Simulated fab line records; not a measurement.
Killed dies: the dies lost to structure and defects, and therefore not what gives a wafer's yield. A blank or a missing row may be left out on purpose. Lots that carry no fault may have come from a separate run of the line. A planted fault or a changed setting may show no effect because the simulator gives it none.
Which tool did it? || flow n5_finfet || 24 lots, 72 wafers sampled, at 3 steps of a route of 1938

## WHAT THE GAUGES SHOWED, per wafer
N5_BEOL_M2_INSPECT_59: inspects for defects (darkfield). Usual: raw_defect_count at 66, with a standard deviation of 21.
{"lot": "L075", "measured": "day 7 05:20", "on": "defect_inspect-01", "raw_defect_count": "68 56 73", "flag": ""}
{"lot": "L074", "measured": "day 7 06:50", "on": "defect_inspect-01", "raw_defect_count": "74 31 49", "flag": ""}
{"lot": "L076", "measured": "day 7 12:44", "on": "defect_inspect-01", "raw_defect_count": "53 53 36", "flag": ""}
{"lot": "L077", "measured": "day 7 22:52", "on": "defect_inspect-02", "raw_defect_count": "80 88 67", "flag": ""}
{"lot": "L078", "measured": "day 8 01:04", "on": "defect_inspect-01", "raw_defect_count": "76 38 56", "flag": ""}
{"lot": "L079", "measured": "day 8 07:28", "on": "defect_inspect-01", "raw_defect_count": "56 58 53", "flag": ""}
{"lot": "L080", "measured": "day 8 14:31", "on": "defect_inspect-02", "raw_defect_count": "44 69 56", "flag": ""}
{"lot": "L081", "measured": "day 9 01:39", "on": "defect_inspect-02", "raw_defect_count": "61 117 84", "flag": ""}
{"lot": "L082", "measured": "day 9 05:04", "on": "defect_inspect-02", "raw_defect_count": "70 37 78", "flag": ""}
{"lot": "L083", "measured": "day 9 09:31", "on": "defect_inspect-02", "raw_defect_count": "74 80 77", "flag": ""}
{"lot": "L084", "measured": "day 9 13:45", "on": "defect_inspect-02", "raw_defect_count": "26 79 81", "flag": ""}
{"lot": "L085", "measured": "day 9 15:58", "on": "defect_inspect-02", "raw_defect_count": "51 53 53", "flag": ""}
{"lot": "L086", "measured": "day 10 08:47", "on": "defect_inspect-02", "raw_defect_count": "33 38 57", "flag": ""}
{"lot": "L088", "measured": "day 10 08:53", "on": "defect_inspect-02", "raw_defect_count": "68 104 82", "flag": ""}
{"lot": "L087", "measured": "day 10 10:38", "on": "defect_inspect-02", "raw_defect_count": "70 61 60", "flag": ""}
{"lot": "L091", "measured": "day 10 20:58", "on": "defect_inspect-02", "raw_defect_count": "82 47 64", "flag": ""}
{"lot": "L089", "measured": "day 10 21:13", "on": "defect_inspect-02", "raw_defect_count": "89 78 91", "flag": ""}
{"lot": "L090", "measured": "day 10 22:44", "on": "defect_inspect-02", "raw_defect_count": "44 48 56", "flag": ""}
{"lot": "L092", "measured": "day 11 07:44", "on": "defect_inspect-02", "raw_defect_count": "42 60 45", "flag": ""}
{"lot": "L093", "measured": "day 11 14:28", "on": "defect_inspect-02", "raw_defect_count": "79 63 83", "flag": ""}
{"lot": "L094", "measured": "day 11 16:38", "on": "defect_inspect-02", "raw_defect_count": "63 75 30", "flag": ""}
{"lot": "L095", "measured": "day 12 08:17", "on": "defect_inspect-01", "raw_defect_count": "76 52 52", "flag": ""}
{"lot": "L097", "measured": "day 12 21:30", "on": "defect_inspect-02", "raw_defect_count": "68 73 61", "flag": ""}
{"lot": "L096", "measured": "day 13 00:48", "on": "defect_inspect-02", "raw_defect_count": "78 79 79", "flag": ""}

N5_BEOL_M3_CD_MEAS_35: target cd 18 nm, target cd y 21 nm. Usual: cd_nm at 18.1 nm, with a standard deviation of 0.34.
{"lot": "L075", "measured": "day 7 21:05", "on": "cd_sem-02", "cd_nm (nm)": "18.2 18.1 18.2", "flag": ""}
{"lot": "L074", "measured": "day 7 14:45", "on": "cd_sem-01", "cd_nm (nm)": "18.2 18.1 18.1", "flag": ""}
{"lot": "L076", "measured": "day 7 20:56", "on": "cd_sem-02", "cd_nm (nm)": "18.0 18.1 18.1", "flag": ""}
{"lot": "L077", "measured": "day 8 04:54", "on": "cd_sem-01", "cd_nm (nm)": "18.3 18.3 18.0", "flag": ""}
{"lot": "L078", "measured": "day 8 06:58", "on": "cd_sem-02", "cd_nm (nm)": "17.8 18.2 18.3", "flag": ""}
{"lot": "L079", "measured": "day 8 15:43", "on": "cd_sem-02", "cd_nm (nm)": "18.1 17.5 18.4", "flag": ""}
{"lot": "L080", "measured": "day 8 21:57", "on": "cd_sem-02", "cd_nm (nm)": "18.4 18.2 17.5", "flag": ""}
{"lot": "L081", "measured": "day 9 14:08", "on": "cd_sem-03", "cd_nm (nm)": "18.7 18.4 18.6", "flag": ""}
{"lot": "L082", "measured": "day 9 14:43", "on": "cd_sem-03", "cd_nm (nm)": "18.5 18.7 18.1", "flag": ""}
{"lot": "L083", "measured": "day 9 14:53", "on": "cd_sem-02", "cd_nm (nm)": "17.9 18.1 17.7", "flag": ""}
{"lot": "L084", "measured": "day 9 21:22", "on": "cd_sem-03", "cd_nm (nm)": "18.5 17.7 18.5", "flag": ""}
{"lot": "L085", "measured": "day 10 00:48", "on": "cd_sem-02", "cd_nm (nm)": "18.1 17.6 18.1", "flag": ""}
{"lot": "L086", "measured": "day 10 14:07", "on": "cd_sem-02", "cd_nm (nm)": "18.0 18.7 17.9", "flag": ""}
{"lot": "L088", "measured": "day 10 16:38", "on": "cd_sem-02", "cd_nm (nm)": "18.3 18.7 19.0", "flag": ""}
{"lot": "L087", "measured": "day 10 21:53", "on": "cd_sem-01", "cd_nm (nm)": "18.0 18.1 18.4", "flag": ""}
{"lot": "L091", "measured": "day 11 02:38", "on": "cd_sem-02", "cd_nm (nm)": "17.8 18.1 17.5", "flag": ""}
{"lot": "L089", "measured": "day 11 07:05", "on": "cd_sem-03", "cd_nm (nm)": "18.4 18.7 18.7", "flag": ""}
{"lot": "L090", "measured": "day 11 05:26", "on": "cd_sem-01", "cd_nm (nm)": "18.1 18.0 17.8", "flag": ""}
{"lot": "L092", "measured": "day 11 15:29", "on": "cd_sem-03", "cd_nm (nm)": "17.9 18.5 18.1", "flag": ""}
{"lot": "L093", "measured": "day 12 03:45", "on": "cd_sem-01", "cd_nm (nm)": "17.2 17.9 17.7", "flag": ""}
{"lot": "L094", "measured": "day 12 11:19", "on": "cd_sem-01", "cd_nm (nm)": "18.5 18.0 17.9", "flag": ""}
{"lot": "L095", "measured": "day 12 14:19", "on": "cd_sem-03", "cd_nm (nm)": "18.0 18.1 17.8", "flag": ""}
{"lot": "L097", "measured": "day 13 00:23", "on": "cd_sem-03", "cd_nm (nm)": "18.0 18.3 18.7", "flag": ""}
{"lot": "L096", "measured": "day 13 10:14", "on": "cd_sem-03", "cd_nm (nm)": "17.8 18.0 18.4", "flag": ""}

## EACH LOT AND THE TOOL THAT RAN IT (in order: tool; ch and the chambers of the sampled wafers; start)
{"lot": "L075", "N5_BEOL_M3_PECVD_72": "pecvd-01 ch 0,1, day 7 05:28"}
{"lot": "L074", "N5_BEOL_M3_PECVD_72": "pecvd-01 ch 1,2, day 7 06:58"}
{"lot": "L076", "N5_BEOL_M3_PECVD_72": "pecvd-03 ch 0,1, day 7 12:58"}
{"lot": "L077", "N5_BEOL_M3_PECVD_72": "pecvd-02 ch 0,1,2, day 7 23:01"}
{"lot": "L078", "N5_BEOL_M3_PECVD_72": "pecvd-01 ch 0,1, day 8 01:12"}
{"lot": "L079", "N5_BEOL_M3_PECVD_72": "pecvd-03 ch 1, day 8 07:37"}
{"lot": "L080", "N5_BEOL_M3_PECVD_72": "pecvd-02 ch 0,1,2, day 8 14:39"}
{"lot": "L081", "N5_BEOL_M3_PECVD_72": "pecvd-02 ch 0,2, day 9 01:48"}
{"lot": "L082", "N5_BEOL_M3_PECVD_72": "pecvd-02 ch 0,2, day 9 05:13"}
{"lot": "L083", "N5_BEOL_M3_PECVD_72": "pecvd-03 ch 0,1,2, day 9 09:40"}
{"lot": "L084", "N5_BEOL_M3_PECVD_72": "pecvd-02 ch 0,1, day 9 13:53"}
{"lot": "L085", "N5_BEOL_M3_PECVD_72": "pecvd-01 ch 0,1,2, day 9 16:06"}
{"lot": "L086", "N5_BEOL_M3_PECVD_72": "pecvd-01 ch 0,2, day 10 08:56"}
{"lot": "L088", "N5_BEOL_M3_PECVD_72": "pecvd-03 ch 0,1, day 10 09:02"}
{"lot": "L087", "N5_BEOL_M3_PECVD_72": "pecvd-01 ch 0,1,2, day 10 10:48"}
{"lot": "L091", "N5_BEOL_M3_PECVD_72": "pecvd-01 ch 0,1, day 10 21:06"}
{"lot": "L089", "N5_BEOL_M3_PECVD_72": "pecvd-03 ch 0,2, day 10 21:22"}
{"lot": "L090", "N5_BEOL_M3_PECVD_72": "pecvd-03 ch 1,2, day 10 22:53"}
{"lot": "L092", "N5_BEOL_M3_PECVD_72": "pecvd-02 ch 1,2, day 11 07:53"}
{"lot": "L093", "N5_BEOL_M3_PECVD_72": "pecvd-02 ch 0,1,2, day 11 14:37"}
{"lot": "L094", "N5_BEOL_M3_PECVD_72": "pecvd-02 ch 0,1, day 11 16:49"}
{"lot": "L095", "N5_BEOL_M3_PECVD_72": "pecvd-02 ch 0,1, day 12 08:26"}
{"lot": "L097", "N5_BEOL_M3_PECVD_72": "pecvd-01 ch 0,2, day 12 21:38"}
{"lot": "L096", "N5_BEOL_M3_PECVD_72": "pecvd-02 ch 0,1,2, day 13 00:56"}
- N5_BEOL_M3_PECVD_72: deposits SiO2 from TEOS/O2, target thk 16 nm, time 18 s.

## WHAT THE TOOLS THEMSELVES READ (means of the sampled wafers that have a number; where no wafer has one, the mark that the record gives instead)
N5_BEOL_M3_PECVD_72. Usual: heater_power_w 696 W, standard deviation 100; showerhead_plenum_p_Torr 8.80 Torr, standard deviation 0.053; throttle_valve_pct 22.6 %, standard deviation 1.1.
{"lot": "L075", "tool": "pecvd-01", "heater_power_w (W)": 790, "showerhead_plenum_p_Torr (Torr)": 8.74, "throttle_valve_pct (%)": 23.0, "flag": ""}
{"lot": "L074", "tool": "pecvd-01", "heater_power_w (W)": 754, "showerhead_plenum_p_Torr (Torr)": 8.79, "throttle_valve_pct (%)": 21.9, "flag": ""}
{"lot": "L076", "tool": "pecvd-03", "heater_power_w (W)": 604, "showerhead_plenum_p_Torr (Torr)": 8.81, "throttle_valve_pct (%)": 23.2, "flag": ""}
{"lot": "L077", "tool": "pecvd-02", "heater_power_w (W)": 724, "showerhead_plenum_p_Torr (Torr)": 8.83, "throttle_valve_pct (%)": 22.6, "flag": ""}
{"lot": "L078", "tool": "pecvd-01", "heater_power_w (W)": 721, "showerhead_plenum_p_Torr (Torr)": 8.74, "throttle_valve_pct (%)": 22.4, "flag": ""}
{"lot": "L079", "tool": "pecvd-03", "heater_power_w (W)": 507, "showerhead_plenum_p_Torr (Torr)": 8.80, "throttle_valve_pct (%)": 23.2, "flag": ""}
{"lot": "L080", "tool": "pecvd-02", "heater_power_w (W)": 736, "showerhead_plenum_p_Torr (Torr)": 8.84, "throttle_valve_pct (%)": 22.7, "flag": ""}
{"lot": "L081", "tool": "pecvd-02", "heater_power_w (W)": 757, "showerhead_plenum_p_Torr (Torr)": 8.88, "throttle_valve_pct (%)": 21.8, "flag": ""}
{"lot": "L082", "tool": "pecvd-02", "heater_power_w (W)": 797, "showerhead_plenum_p_Torr (Torr)": 8.89, "throttle_valve_pct (%)": 22.3, "flag": ""}
{"lot": "L083", "tool": "pecvd-03", "heater_power_w (W)": 539, "showerhead_plenum_p_Torr (Torr)": 8.79, "throttle_valve_pct (%)": 22.9, "flag": ""}
{"lot": "L084", "tool": "pecvd-02", "heater_power_w (W)": 736, "showerhead_plenum_p_Torr (Torr)": 8.83, "throttle_valve_pct (%)": 22.3, "flag": ""}
{"lot": "L085", "tool": "pecvd-01", "heater_power_w (W)": 659, "showerhead_plenum_p_Torr (Torr)": 8.76, "throttle_valve_pct (%)": 22.3, "flag": ""}
{"lot": "L086", "tool": "pecvd-01", "heater_power_w (W)": 686, "showerhead_plenum_p_Torr (Torr)": 8.78, "throttle_valve_pct (%)": 22.9, "flag": ""}
{"lot": "L088", "tool": "pecvd-03", "heater_power_w (W)": 527, "showerhead_plenum_p_Torr (Torr)": 8.80, "throttle_valve_pct (%)": 23.9, "flag": ""}
{"lot": "L087", "tool": "pecvd-01", "heater_power_w (W)": 785, "showerhead_plenum_p_Torr (Torr)": 8.77, "throttle_valve_pct (%)": 22.5, "flag": ""}
{"lot": "L091", "tool": "pecvd-01", "heater_power_w (W)": 789, "showerhead_plenum_p_Torr (Torr)": 8.75, "throttle_valve_pct (%)": 22.6, "flag": ""}
{"lot": "L089", "tool": "pecvd-03", "heater_power_w (W)": 507, "showerhead_plenum_p_Torr (Torr)": 8.79, "throttle_valve_pct (%)": 23.3, "flag": ""}
{"lot": "L090", "tool": "pecvd-03", "heater_power_w (W)": 674, "showerhead_plenum_p_Torr (Torr)": 8.77, "throttle_valve_pct (%)": 22.0, "flag": ""}
{"lot": "L092", "tool": "pecvd-02", "heater_power_w (W)": 742, "showerhead_plenum_p_Torr (Torr)": 8.81, "throttle_valve_pct (%)": 21.8, "flag": ""}
{"lot": "L093", "tool": "pecvd-02", "heater_power_w (W)": 777, "showerhead_plenum_p_Torr (Torr)": 8.83, "throttle_valve_pct (%)": 22.0, "flag": ""}
{"lot": "L094", "tool": "pecvd-02", "heater_power_w (W)": 734, "showerhead_plenum_p_Torr (Torr)": 8.82, "throttle_valve_pct (%)": 22.1, "flag": ""}
{"lot": "L095", "tool": "pecvd-02", "heater_power_w (W)": 696, "showerhead_plenum_p_Torr (Torr)": 8.83, "throttle_valve_pct (%)": 22.2, "flag": ""}
{"lot": "L097", "tool": "pecvd-01", "heater_power_w (W)": 755, "showerhead_plenum_p_Torr (Torr)": 8.74, "throttle_valve_pct (%)": 23.3, "flag": ""}
{"lot": "L096", "tool": "pecvd-02", "heater_power_w (W)": 773, "showerhead_plenum_p_Torr (Torr)": 8.82, "throttle_valve_pct (%)": 22.1, "flag": ""}

## THE ANSWER, worked out from the rows above alone
Rule: a lot counts as off when the mean over its wafers that have a number is more than 3 standard deviations away from the usual mean. A lot without any number at a reading at which 4 lots or more have one is off too. Any other lot the step has rows for is counted as sound. The gauges are gone through in route order, then the tools' own readings, and for those a lot's mean is taken as printed above. The first step at which some lot is off is used, and at that step the reading that is off furthest; a lot without a number counts as furthest.
No lot is off on any of the readings shown, so nothing can be concluded from this.

## WHAT WAS PUT IN BY THE SIMULATOR
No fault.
